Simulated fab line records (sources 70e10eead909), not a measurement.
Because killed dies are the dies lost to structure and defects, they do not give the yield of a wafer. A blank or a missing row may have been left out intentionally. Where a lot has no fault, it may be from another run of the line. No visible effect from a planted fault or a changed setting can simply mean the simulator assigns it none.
A struck lot beside a sound one    flow nandHarc    15 steps out of a route of 1302
Sound: these wafers, L745.1, L745.3, L745.4. Struck: wafers L749.2, L749.4, L749.5. The cause is given at the end.
Per side, at each step with rows, come the tool, then ch with its chambers, and then its first start. Under that, the readings that differ: sound wafers    struck wafers    difference of the means    sigmas: that difference in standard deviations of wafers without a fault.
alike: words and numbers the same on both sides, and readings whose means are apart by under 2 such deviations; not compared: readings that were withheld, readings missing a value for some wafer, numbers with overlapping values and no deviation given by the record, and bounds like >300 which may hide the same value.
A row with sigmas, a row that says differs or no value, or rows on one side alone: a step with any of these is where the two part. Numbers that have no deviation but don't overlap get no sigmas and don't part them. Lack of a reading on every wafer of one side parts them only where that side has two or more wafers.

NHARC_A_M1_OVL_MEAS_10: pitch 240 nm.
  sound: overlay-01 at day 28 18:23; struck: overlay-01 at day 30 04:15
  alike: overlayXNm, overlayYNm
NHARC_A_M1_INSPECT_11:
  sound: defectInspect-02 at day 28 18:26; struck: defectInspect-01 at day 30 04:17
  alike: rawDefectCount
NHARC_A_M1_DESCUM_14: chemistry O2, time 3 s.
  sound on rieDiel-01 ch 0,1,2, day 28 18:29; struck on rieDiel-10 ch 2,3, day 30 04:21
  alike: chamberPressureMTorr, drypumpMotorCurrentA, mfcArSccm, oesProductAu, rfVppV, showerheadPlenumPTorr, throttleValvePct
  not compared: rfHoursCounterH
then, 2 steps without rows for these wafers: NHARC_A_M1_ETCH_35 (etches the open film in N2/H2, target depth 40 nm, overetch 12 nm, time 43.94 s); NHARC_A_M1_ETCH_15 (etches the open film in C4F8/Ar, target depth 182.5 nm, time 91.2 s).
NHARC_A_M1_CD_MEAS_16:
  sound: cdSem-03 at day 28 18:48; struck: cdSem-03 at day 30 04:39
  alike: cdNm
NHARC_A_M1_STRIP_18: strips in N2/H2.
  sound on rieDiel-04 ch 0,1,3, day 28 18:53; struck on rieDiel-01 ch 0,1,3, day 30 04:47
  alike: chamberPressureMTorr, drypumpMotorCurrentA, mfcArSccm, oesProductAu, rfVppV, showerheadPlenumPTorr, throttleValvePct
  not compared: rfHoursCounterH
NHARC_A_M1_ETCH_28: etches the open film in CF4/N2, target depth 30 nm, time 72.99 s.
  sound on rieDiel-04 ch 0,1,2; struck on rieDiel-01 ch 0,1
  alike: cf4FlowSccm, chamberPressureMTorr, drypumpMotorCurrentA, mfcArSccm, oesProductAu, rfVppV, showerheadPlenumPTorr, throttleValvePct
  not compared: rfHoursCounterH
then, 1 step without rows for these wafers: NHARC_A_M1_STRIP_19 (strips in post etch residue remover, time 600 s).
NHARC_A_M1_DEGAS_29: time 60 s.
  sound: pvdSputter-02 at day 28 19:32; struck: pvdSputter-02 at day 30 05:22
  alike: heaterPowerW
then, 1 step without rows for these wafers: NHARC_A_M1_PRE_CLEAN_30 (time 30 s).
NHARC_A_M1_PVD_20: deposits TaN, target thk 5 nm, time 8.06 s.
  sound on pvdSputter-02; struck on pvdSputter-02
  alike: biasV, throttleValvePct, timeS
NHARC_A_M1_PVD_21: deposits Cu, target thk 30 nm, time 20.49 s.
  sound: pvdSputter-02 at day 28 19:44; struck: pvdSputter-02 at day 30 05:35
reading    sound              struck             difference  sigmas
timeS (s)  20.49 20.49 20.49  31.19 31.19 31.19  +10.70      
  alike: throttleValvePct
then, 1 step without rows for these wafers: NHARC_A_M1_ECD_22 (material Cu, target thk 400 nm).
NHARC_END_SORT_01:
  sound on prober-01 ch 0, day 30 04:42; struck on prober-02 ch 0, day 31 15:52
  alike: defectLimitedYield, killedAtArray, killedAtOther, killedAtPeriphery, killedDies, killedOpen, killedShort

WHERE THEY PART
Nowhere in this record.

WHY: what had been put in by the simulator
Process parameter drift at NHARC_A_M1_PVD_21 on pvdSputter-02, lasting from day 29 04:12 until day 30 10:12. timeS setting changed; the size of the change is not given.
